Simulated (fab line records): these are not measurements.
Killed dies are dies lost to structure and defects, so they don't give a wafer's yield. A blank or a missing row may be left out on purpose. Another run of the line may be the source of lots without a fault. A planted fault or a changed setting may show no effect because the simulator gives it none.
2 desks looking at one fault :: flow n5_finfet :: what lay behind the numbers comes last; until then each desk has only its own

== AT THE METROLOGY DESK ==
What the gauges read, lot by lot, whatever tool the lot ran on: means of the sampled wafers that have a number. Marked OUT: a lot whose mean sits more than 4 standard deviations from the usual mean, which makes it out of limits; the brackets give that distance.
Columns: A = PAD_OVL at N5_PASSIVATION_OVL_MEAS_63, usual -3 nm
lot: L749
first seen here: day 12 10:19
A: -5

lot: L747
first seen here: day 12 10:39
A: 3

lot: L756
first seen here: day 13 17:31
A: -10

lot: L758
first seen here: day 14 12:15
A: -14

lot: L757
first seen here: day 15 00:30
A: -6

lot: L759
first seen here: day 15 00:43
A: -5

lot: L760
first seen here: day 15 04:36
A: -0

lot: L763
first seen here: day 16 13:46
A: -1

lot: L767
first seen here: day 17 00:47
A: -4

lot: L765
first seen here: day 17 05:50
A: 2

lot: L770
first seen here: day 17 17:32
A: -6
This desk's finding: nothing out of limits on any of the 11 lots.

== DESK OF THE TOOL OWNER: pvd_sputter-02 ==
The tool's own readings at N5_BEOL_M13_SPUTTER_44 (material Ta, target thk 10 nm, time 16.13 s): means of the sampled wafers that have a number, for each lot that ran on this tool. Marked OUT: a lot whose mean sits more than 4 standard deviations from the usual mean, which makes it out of limits; the brackets give that distance.
Columns: A = susceptor_temp_C at N5_BEOL_M13_SPUTTER_44, usual 50.00 C; B = throttle_valve_pct at N5_BEOL_M13_SPUTTER_44, usual 30.0 %
lot: L747
first seen here: day 11 10:46
A: 49.95
B: 30.3

lot: L749
first seen here: day 11 11:46
A: 49.96
B: 30.2

lot: L760
first seen here: day 14 07:59
A: 49.94
B: 30.3

lot: L765
first seen here: day 16 02:29
A: 50.00
B: 30.2
This desk's finding: nothing out of limits on any of the 4 lots.

== PUT TOGETHER ==
The metrology desk saw nothing out of limits.
The desk of the tool owner found nothing out of limits.

== WHAT THE SIMULATOR HAD PUT IN ==
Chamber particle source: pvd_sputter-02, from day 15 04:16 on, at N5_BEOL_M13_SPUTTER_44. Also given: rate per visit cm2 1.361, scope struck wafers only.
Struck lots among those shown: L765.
